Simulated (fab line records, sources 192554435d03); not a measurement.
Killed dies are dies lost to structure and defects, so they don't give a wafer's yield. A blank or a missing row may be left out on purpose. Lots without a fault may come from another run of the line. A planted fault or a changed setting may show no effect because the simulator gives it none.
Which tool did it? | flow n5_finfet | 9 lots, 27 wafers sampled, at 5 steps of a route of 1938

WHAT THE GAUGES READ, wafer by wafer
N5_ILD0_THK_MEAS_08.
lot  | measured     | on            | thk_nm (nm)
L183 | day 3 20:41  | film_metro-01 | 138.8 138.5 138.3
L186 | day 4 12:37  | film_metro-01 | 141.0 140.5 139.4
L187 | day 4 21:33  | film_metro-01 | 138.9 139.6 138.5
L189 | day 5 07:11  | film_metro-01 | 138.5 139.4 138.4
L191 | day 5 21:44  | film_metro-01 | 140.1 138.5 136.7
L198 | day 7 15:32  | film_metro-02 | 195.5 196.5 197.4
L199 | day 7 22:38  | film_metro-01 | 196.9 197.7 197.5
L200 | day 8 01:57  | film_metro-02 | 197.5 197.5 199.0
L205 | day 10 03:23 | film_metro-01 | 138.6 138.4 138.9

WHICH TOOL RAN EACH LOT (tool, then ch and the chambers of the sampled wafers, then the start)
lot  | N5_SD_EPI_P_ETCH_36               | N5_SD_EPI_P_ETCH_37               | N5_SD_EPI_P_ETCHBACK_46           | N5_ILD0_CMP_07
L183 | rie_diel-02 ch 0,2, day 3 11:49   | rie_diel-02 ch 0,2, day 3 11:54   | rie_diel-02 ch 0,2, day 3 12:23   | cmp-01 ch 1,3, day 3 20:24
L186 | rie_diel-06 ch 1,2, day 4 04:59   | rie_diel-06 ch 1,2, day 4 05:02   | rie_diel-06 ch 1,2, day 4 05:22   | cmp-02 ch 0,3, day 4 12:20
L187 | rie_diel-06 ch 0,2,3, day 4 13:38 | rie_diel-06 ch 0,2,3, day 4 13:41 | rie_diel-06 ch 0,2,3, day 4 14:01 | cmp-02 ch 0,2,3, day 4 21:22
L189 | rie_diel-05 ch 0,1,2, day 4 23:25 | rie_diel-05 ch 0,1,2, day 4 23:28 | rie_diel-05 ch 0,1,2, day 4 23:47 | cmp-02 ch 1,2,3, day 5 06:56
L191 | rie_diel-06 ch 0,3, day 5 14:07   | rie_diel-06 ch 0,3, day 5 14:11   | rie_diel-06 ch 0,3, day 5 14:30   | cmp-04 ch 1,3, day 5 21:27
L198 | rie_diel-05 ch 0,3, day 7 06:13   | rie_diel-05 ch 0,3, day 7 06:16   | rie_diel-05 ch 0,3, day 7 06:35   | cmp-04 ch 0,1,2, day 7 15:21
L199 | rie_diel-05 ch 0,3, day 7 15:11   | rie_diel-05 ch 0,3, day 7 15:14   | rie_diel-05 ch 0,3, day 7 15:34   | cmp-02 ch 0,1,3, day 7 22:21
L200 | rie_diel-02 ch 1,2, day 7 18:20   | rie_diel-02 ch 1,2, day 7 18:24   | rie_diel-02 ch 1,2, day 7 18:43   | cmp-02 ch 0,3, day 8 01:39
L205 | rie_diel-05 ch 0,2,3, day 9 03:47 | rie_diel-05 ch 0,2,3, day 9 03:51 | rie_diel-05 ch 0,2,3, day 9 04:10 | cmp-04 ch 0,2,3, day 10 03:06
- N5_SD_EPI_P_ETCH_36: etches SiARC in CF4, target depth 45.5 nm, time 75.8 s.
- N5_SD_EPI_P_ETCH_37: etches SOC in N2/H2, overetch 108 nm, time 486 s.
- N5_SD_EPI_P_ETCHBACK_46: etches SiNx in CH3F/O2, stops on SiO2, target depth 17.5 nm.
- N5_ILD0_CMP_07: polishes SiO2 flowable, stops on poly-Si, t overpolish 1.18 s, target thk 138.88 nm.

THE ANSWER, worked out from the rows above alone
Rule: what is usual is taken from the lots themselves. Put in order of their means at a reading, lots are off if they are a third of the lots or fewer, leave a main group of 4 or more, and stand apart from it by a gap of 3 or more times the standard deviation of the main group's means; of several such gaps the widest counts. A main group whose means are all the same, to the digits that the tables above print for the reading, isn't used. A lot without any number at a reading at which 4 lots or more have one is off too. The other lots that the step has rows for count as sound.
Off: L198, L199, L200, at N5_ILD0_THK_MEAS_08 (thk_nm). The main group: mean 138.9 nm, standard deviation 0.63.
A tool fits if, at a process step before that reading, it ran every lot that is off, and no sound lot after the first of them. The gauges at N5_ILD0_THK_MEAS_08 are tried like those tools. None of those tried fits.

WHAT THE SIMULATOR HAD PUT IN
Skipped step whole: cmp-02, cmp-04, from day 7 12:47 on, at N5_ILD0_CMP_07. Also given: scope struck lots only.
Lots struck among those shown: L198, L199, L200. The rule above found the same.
